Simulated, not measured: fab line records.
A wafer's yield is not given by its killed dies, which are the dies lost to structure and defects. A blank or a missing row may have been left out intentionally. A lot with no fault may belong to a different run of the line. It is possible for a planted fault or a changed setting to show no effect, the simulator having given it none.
Which of the tools did it? || flow nand-harc || 36 wafers from 12 lots sampled at 2 of the route's 1302 steps

## WHAT EACH GAUGE READ, for each wafer
NHARC_P_BONDPAD_THK_MEAS_20: measures by xrf.
{"lot": "L076", "measured": "day 7 21:38", "on": "film-metro-02", "thk-nm (nm)": "158.6 158.5 161.9"}
{"lot": "L074", "measured": "day 8 04:53", "on": "film-metro-01", "thk-nm (nm)": "159.6 160.7 161.6"}
{"lot": "L079", "measured": "day 8 17:13", "on": "film-metro-01", "thk-nm (nm)": "161.4 160.9 161.0"}
{"lot": "L081", "measured": "day 9 15:11", "on": "film-metro-01", "thk-nm (nm)": "161.2 158.9 161.6"}
{"lot": "L083", "measured": "day 10 09:53", "on": "film-metro-01", "thk-nm (nm)": "161.6 160.7 159.0"}
{"lot": "L084", "measured": "day 11 09:26", "on": "film-metro-01", "thk-nm (nm)": "160.0 161.5 160.2"}
{"lot": "L087", "measured": "day 12 23:13", "on": "film-metro-01", "thk-nm (nm)": "161.7 162.5 161.1"}
{"lot": "L089", "measured": "day 13 13:16", "on": "film-metro-01", "thk-nm (nm)": "160.3 159.7 159.0"}
{"lot": "L091", "measured": "day 13 20:58", "on": "film-metro-02", "thk-nm (nm)": "161.1 159.0 161.6"}
{"lot": "L092", "measured": "day 14 11:41", "on": "film-metro-02", "thk-nm (nm)": "161.2 160.9 159.7"}
{"lot": "L095", "measured": "day 15 14:17", "on": "film-metro-01", "thk-nm (nm)": "161.6 161.8 158.2"}
{"lot": "L097", "measured": "day 16 05:34", "on": "film-metro-01", "thk-nm (nm)": "159.4 159.5 159.3"}

## WHICH TOOL RAN EACH LOT (tool, then ch and the chambers of the sampled wafers, then the start)
{"lot": "L076", "NHARC_P_BONDPAD_STRIP_15": "rie-diel-07 ch 0,1,3, day 7 19:41"}
{"lot": "L074", "NHARC_P_BONDPAD_STRIP_15": "rie-diel-07 ch 1,2, day 8 02:55"}
{"lot": "L079", "NHARC_P_BONDPAD_STRIP_15": "rie-diel-13 ch 0,3, day 8 15:17"}
{"lot": "L081", "NHARC_P_BONDPAD_STRIP_15": "rie-diel-10 ch 0,2,3, day 9 13:16"}
{"lot": "L083", "NHARC_P_BONDPAD_STRIP_15": "rie-diel-13 ch 2,3, day 10 07:57"}
{"lot": "L084", "NHARC_P_BONDPAD_STRIP_15": "rie-diel-07 ch 0,2, day 11 07:27"}
{"lot": "L087", "NHARC_P_BONDPAD_STRIP_15": "rie-diel-07 ch 0,1,2, day 12 21:14"}
{"lot": "L089", "NHARC_P_BONDPAD_STRIP_15": "rie-diel-10 ch 1,2,3, day 13 11:17"}
{"lot": "L091", "NHARC_P_BONDPAD_STRIP_15": "rie-diel-10 ch 1,2,3, day 13 18:57"}
{"lot": "L092", "NHARC_P_BONDPAD_STRIP_15": "rie-diel-10 ch 1,2, day 14 09:43"}
{"lot": "L095", "NHARC_P_BONDPAD_STRIP_15": "rie-diel-10 ch 1,2, day 15 12:20"}
{"lot": "L097", "NHARC_P_BONDPAD_STRIP_15": "rie-diel-10 ch 1,2,3, day 16 03:38"}
- NHARC_P_BONDPAD_STRIP_15: strips in O2.

## THE ANSWER, worked out from the rows above alone
Rule: the usual values come from the lots themselves. Put in order of their means at a reading, lots are off if they are a third of the lots or fewer, leave a main group of 4 or more, and stand apart from it by a gap of 3 or more times the standard deviation of the main group's means; of several such gaps the widest counts. A main group whose means are all the same, to the digits that the tables above print for the reading, isn't used. Also off: a lot with no number at a reading for which 4 or more lots have one. All remaining lots with rows at the step are treated as sound.
No lot is off at any reading shown: from this, nothing can be told.

## WHAT THE SIMULATOR HAD INSERTED
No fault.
